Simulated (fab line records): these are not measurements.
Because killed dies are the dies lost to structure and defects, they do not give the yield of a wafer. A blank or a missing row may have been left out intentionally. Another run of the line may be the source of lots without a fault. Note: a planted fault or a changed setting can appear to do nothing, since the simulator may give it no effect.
The tool behind it: which one?    flow nand-harc    13 lots, 39 wafers sampled, at 5 steps of a route of 1159

## WHAT THE GAUGES READ, wafer by wafer
NHARC_END_SORT_01.
lot   measured      on         killed-at-array  killed-at-other  killed-at-periphery  killed-dies  killed-open  killed-short
L157  day 22 04:41  prober-01  675 673 676      1 2 1            1 2 0                677 677 677  4 3 1        2 1 0
L159  day 22 05:32  prober-02  671 676 673      2 0 0            4 1 4                677 677 677  9 0 3        1 1 2
L170  day 24 23:37  prober-02  26 22 20         0 0 2            2 0 3                28 22 25     5 1 7        0 2 2
L169  day 25 07:42  prober-01  41               3                4                    48           4            1

## TOOL THAT RAN EACH LOT (tool first, then ch and the chambers of the sampled wafers, then the start)
lot   NHARC_A_SLIT_ETCH_17              NHARC_A_WL_FILL_ETCHBACK_05        NHARC_A_WL_FILL_ALD_10            NHARC_A_WL_FILL_CMP_12
L150  har-etch-01 ch 0,1, day 14 15:53  rie-metal-01 ch 0,1, day 15 10:08  ald-hk-01 ch 1,2,3, day 15 16:55  cmp-04 ch 0,1,3, day 16 08:37
L152  har-etch-01 ch 0,1, day 15 01:59  rie-metal-02 ch 1, day 15 19:28    ald-hk-03 ch 1,2,3, day 15 22:08  cmp-03 ch 0,1,3, day 16 13:40
L151  har-etch-02 ch 0,1, day 15 03:25  rie-metal-02 ch 1, day 15 16:40    ald-hk-01 ch 0,2, day 15 22:08    cmp-02 ch 0,2, day 16 13:45
L153  har-etch-01 ch 0,1, day 16 07:02  rie-metal-03 ch 0,1, day 16 21:19  ald-hk-04 ch 0,1, day 17 02:43    cmp-02 ch 0,1, day 17 18:02
L154  har-etch-02 ch 0,1, day 16 08:11  rie-metal-01 ch 0,1, day 17 03:05  ald-hk-01 ch 0,1, day 17 05:35    cmp-02 ch 1,2,3, day 18 04:44
L156  har-etch-02 ch 0,1, day 16 21:00  rie-metal-03 ch 0,1, day 17 11:26  ald-hk-01 ch 2,3, day 17 16:55    cmp-02 ch 0,3, day 18 08:45
L157  har-etch-02 ch 0,1, day 17 02:16  rie-metal-01 ch 0,1, day 17 17:53  ald-hk-04 ch 1,2,3, day 18 00:55  cmp-03 ch 0,1,2, day 18 16:40
L159  har-etch-01 ch 0,1, day 17 03:55  rie-metal-03 ch 0,1, day 17 20:41  ald-hk-01 ch 0,1,2, day 18 02:27  cmp-04 ch 0,1,2, day 18 16:36
L162  har-etch-01 ch 0,1, day 18 09:50  rie-metal-01 ch 0,1, day 19 00:10  ald-hk-04 ch 1,3, day 19 05:32    cmp-02 ch 0,2, day 19 22:31
L163  har-etch-02 ch 0,1, day 18 13:55  rie-metal-01 ch 0,1, day 19 03:31  ald-hk-04 ch 0,1,3, day 19 09:49  cmp-04 ch 0,3, day 20 04:32
L168  har-etch-02 ch 0,1, day 19 02:13  rie-metal-03 ch 0,1, day 19 19:49  ald-hk-04 ch 0,3, day 19 23:47    cmp-02 ch 0,1, day 20 14:21
L170  har-etch-01 ch 0,1, day 20 03:58  rie-metal-01 ch 0,1, day 20 18:23  ald-hk-03 ch 0,1,3, day 21 03:49  cmp-02 ch 2,3, day 21 18:07
L169  har-etch-02 ch 0,1, day 20 04:47  rie-metal-02 ch 0,1, day 20 22:01  ald-hk-01 ch 0,1,2, day 21 03:22  cmp-02 ch 0,1,3, day 21 18:46
- NHARC_A_SLIT_ETCH_17: etches the open film in C4F8/O2/Ar, time 1687.5 s, target depth 10100 nm.
- NHARC_A_WL_FILL_ETCHBACK_05: etches the open film in Cl2/BCl3, target depth 22 nm, time 60 s.
- NHARC_A_WL_FILL_ALD_10: deposits SiO2, target thk 50 nm, pulse time 10 s, ald cycles 500.
- NHARC_A_WL_FILL_CMP_12: polishes, t overpolish 30 s, target thk 75 nm.

## WHAT THE TOOLS THEMSELVES READ (means of the sampled wafers that have a number; where no wafer has one, the mark that the record gives instead)
NHARC_A_SLIT_ETCH_17.
lot   tool         drypump-motor-current-A (A)  showerhead-plenum-p-Torr (Torr)  throttle-valve-pct (%)
L150  har-etch-01  6.4                          3.55                             32.055
L152  har-etch-01  6.3                          3.56                             32.049
L151  har-etch-02  5.7                          3.81                             32.056
L153  har-etch-01  6.3                          3.55                             32.043
L154  har-etch-02  5.8                          3.81                             32.041
L156  har-etch-02  5.8                          3.81                             32.044
L157  har-etch-02  6.0                          3.79                             32.047
L159  har-etch-01  6.5                          3.54                             32.041
L162  har-etch-01  6.4                          3.54                             32.048
L163  har-etch-02  5.7                          3.80                             32.040
L168  har-etch-02  6.1                          3.78                             32.044
L170  har-etch-01  6.3                          3.53                             32.043
L169  har-etch-02  5.8                          3.79                             32.047

NHARC_A_WL_FILL_ETCHBACK_05.
lot   tool          drypump-motor-current-A (A)  oes-product-au (a.u.)
L150  rie-metal-01  5.11                         0.995
L152  rie-metal-02  5.03                         0.988
L151  rie-metal-02  5.01                         0.992
L153  rie-metal-03  5.43                         1.008
L154  rie-metal-01  5.12                         1.000
L156  rie-metal-03  5.38                         1.014
L157  rie-metal-01  5.17                         0.997
L159  rie-metal-03  5.38                         1.020
L162  rie-metal-01  5.18                         1.009
L163  rie-metal-01  5.19                         0.999
L168  rie-metal-03  5.44                         1.007
L170  rie-metal-01  5.17                         1.000
L169  rie-metal-02  5.28                         0.988

NHARC_A_WL_FILL_ALD_10.
lot   tool       heater-power-outer-w (W)  heater-power-w (W)  precursor-pulse-height-rel
L150  ald-hk-01  255                       462                 0.988
L152  ald-hk-03  238                       421                 1.004
L151  ald-hk-01  306                       593                 1.004
L153  ald-hk-04  287                       485                 1.008
L154  ald-hk-01  310                       602                 0.988
L156  ald-hk-01  257                       465                 1.013
L157  ald-hk-04  -                         -                   -
L159  ald-hk-01  -                         -                   -
L162  ald-hk-04  255                       419                 0.996
L163  ald-hk-04  269                       454                 1.014
L168  ald-hk-04  249                       423                 1.002
L170  ald-hk-03  243                       433                 1.007
L169  ald-hk-01  285                       521                 0.992

NHARC_A_WL_FILL_CMP_12.
lot   tool    motor-current-A (A)  overpolish-run-s (s)  time-to-endpoint-s (s)
L150  cmp-04  10.7                 29.995                16.1
L152  cmp-03  13.0                 30.001                16.5
L151  cmp-02  12.2                 29.995                15.7
L153  cmp-02  11.6                 29.988                10.3
L154  cmp-02  11.5                 30.001                14.9
L156  cmp-02  11.3                 30.002                15.3
L157  cmp-03  13.3                 29.989                13.6
L159  cmp-04  10.6                 30.010                16.1
L162  cmp-02  12.3                 30.007                18.4
L163  cmp-04  10.8                 29.994                14.3
L168  cmp-02  12.1                 30.003                16.8
L170  cmp-02  11.5                 30.000                17.1
L169  cmp-02  11.8                 29.993                13.2

## THE ANSWER, worked out from the rows above alone
Rule: the usual values come from the lots themselves. Put in order of their means at a reading, lots are off if they are a third of the lots or fewer, leave a main group of 4 or more, and stand apart from it by a gap of 3 or more times the standard deviation of the main group's means; of several such gaps the widest counts. The tables above print the reading to a certain number of digits; a main group whose means all agree to those digits is not used. Also off: a lot with no number at a reading for which 4 or more lots have one. Any other lot the step has rows for is counted as sound. Order of review: gauges by route order, followed by the tools' own readings, for which a lot's mean as printed above is used. At the first step where some lot is off, the reading lying furthest off is the one used; lots without a number count as furthest.
Off: L157, L159 (NHARC_A_WL_FILL_ALD_10, heater-power-outer-w). Without a number there: L157, L159. The main group: mean 269 W, standard deviation 24.
A tool fits if, at that step or a process step before it, it ran every lot that is off, and no sound lot after the first of them. Of those tried, none fits.

## WHAT THE SIMULATOR HAD INSERTED
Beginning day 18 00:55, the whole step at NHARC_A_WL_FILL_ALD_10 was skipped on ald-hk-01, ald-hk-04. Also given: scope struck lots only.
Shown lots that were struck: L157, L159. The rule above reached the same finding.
